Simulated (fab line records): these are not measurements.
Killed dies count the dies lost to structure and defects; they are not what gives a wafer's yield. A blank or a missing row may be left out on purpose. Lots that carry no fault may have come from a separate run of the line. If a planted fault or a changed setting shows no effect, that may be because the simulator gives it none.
Matching of chambers ; flow n5Finfet ; N5_BEOL_M0_STRIP_142 on rieDiel-01: 4 sister chambers
The step strips in N2/H2, time 10 s. 8 wafers are shown with their chamber, then 8 later ones without.

== WAFERS PAIRED WITH THEIR CHAMBERS ==
wafer;chamber;drypumpMotorCurrentA (A);throttleValvePct (%)
L085.1;0;5.1;23.8
L085.5;1;5.6;24.4
L086.2;0;5.1;23.8
L086.6;3;5.5;23.8
L088.2;3;5.5;23.8
L088.4;2;5.9;24.1
L088.6;1;5.6;24.3
L087.1;2;5.8;24.1

== WAFERS MISSING THEIR CHAMBER ==
wafer;drypumpMotorCurrentA (A);throttleValvePct (%)
L087.4;5.9;24.1
L087.5;5.5;23.8
L092.3;5.5;23.8
L092.4;5.1;23.8
L092.5;5.8;23.9
L094.1;5.6;24.4
L094.2;5.1;23.8
L094.4;5.8;23.9

== THE CHAMBER EACH PASSED THROUGH ==
wafer;from the rows above;in truth
L087.4;2;2
L087.5;3;3
L092.3;3;3
L092.4;0;0
L092.5;2;2
L094.1;1;1
L094.2;0;0
L094.4;2;2
8 of 8 placed correctly. Not placeable from these rows: 0. 0 placed wrongly.
How it was worked out, from the rows above alone: a wafer's distance from a chamber is the root of the sum, over the readings, of the square of ((its reading less the chamber's mean) divided by the reading's scatter). If the next closest chamber is less than 2 further off than the closest, the wafer can't be placed; otherwise it belongs to the closest. For every chamber, the mean is computed from those of its wafers that are shown. The scatter is the square root of a quotient: the sum, over the shown wafers, of each reading's squared deviation from its chamber's mean, divided by wafers minus chambers.
